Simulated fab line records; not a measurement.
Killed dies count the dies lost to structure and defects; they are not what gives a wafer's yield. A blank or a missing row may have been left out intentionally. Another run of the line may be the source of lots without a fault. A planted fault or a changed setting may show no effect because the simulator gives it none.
Matching of chambers | flow nand_harc | 4 sister chambers for NHARC_P_M1_ETCH_35 on rie_diel-13
The step etches the open film in N2/H2, target depth 40 nm, overetch 12 nm, time 43.94 s. 4 wafers are shown with their chamber, then 10 later ones without.

## EACH WAFER AND ITS CHAMBER
wafer  | chamber | showerhead_plenum_p_Torr (Torr)
L089.2 | 0       | 1.94
L089.4 | 1       | 2.00
L091.2 | 2       | 1.93
L091.4 | 3       | 2.14

## WAFERS WITHOUT THEIR CHAMBER
wafer  | showerhead_plenum_p_Torr (Torr)
L091.5 | 2.14
L092.1 | 2.00
L092.3 | 2.14
L092.6 | 2.14
L097.1 | 2.00
L097.4 | 2.13
L097.5 | 1.93
L096.2 | 1.93
L096.5 | 2.00
L096.6 | 1.94

## CHAMBER TAKEN BY EACH
wafer  | from the rows above | in truth
L091.5 | 3                   | 3
L092.1 | 1                   | 1
L092.3 | 3                   | 3
L092.6 | 3                   | 3
L097.1 | 1                   | 1
L097.4 | 3                   | 3
L097.5 | 2                   | 2
L096.2 | 2                   | 2
L096.5 | 1                   | 1
L096.6 | 0                   | 0
Correctly placed: 10 of 10. Can't be placed from these rows: 0. Number placed wrongly: 0.
How it was worked out, from the rows above alone: a wafer's distance from a chamber is the root of the sum, over the readings, of the square of ((its reading less the chamber's mean) divided by the reading's scatter). If the next closest chamber is less than 2 further off than the closest, the wafer can't be placed; otherwise it belongs to the closest. Each chamber's mean is taken over the wafers shown for it. The scatter: with one shown wafer a chamber, the root of the mean of the squares of how far each hidden wafer lies from its nearest shown one.
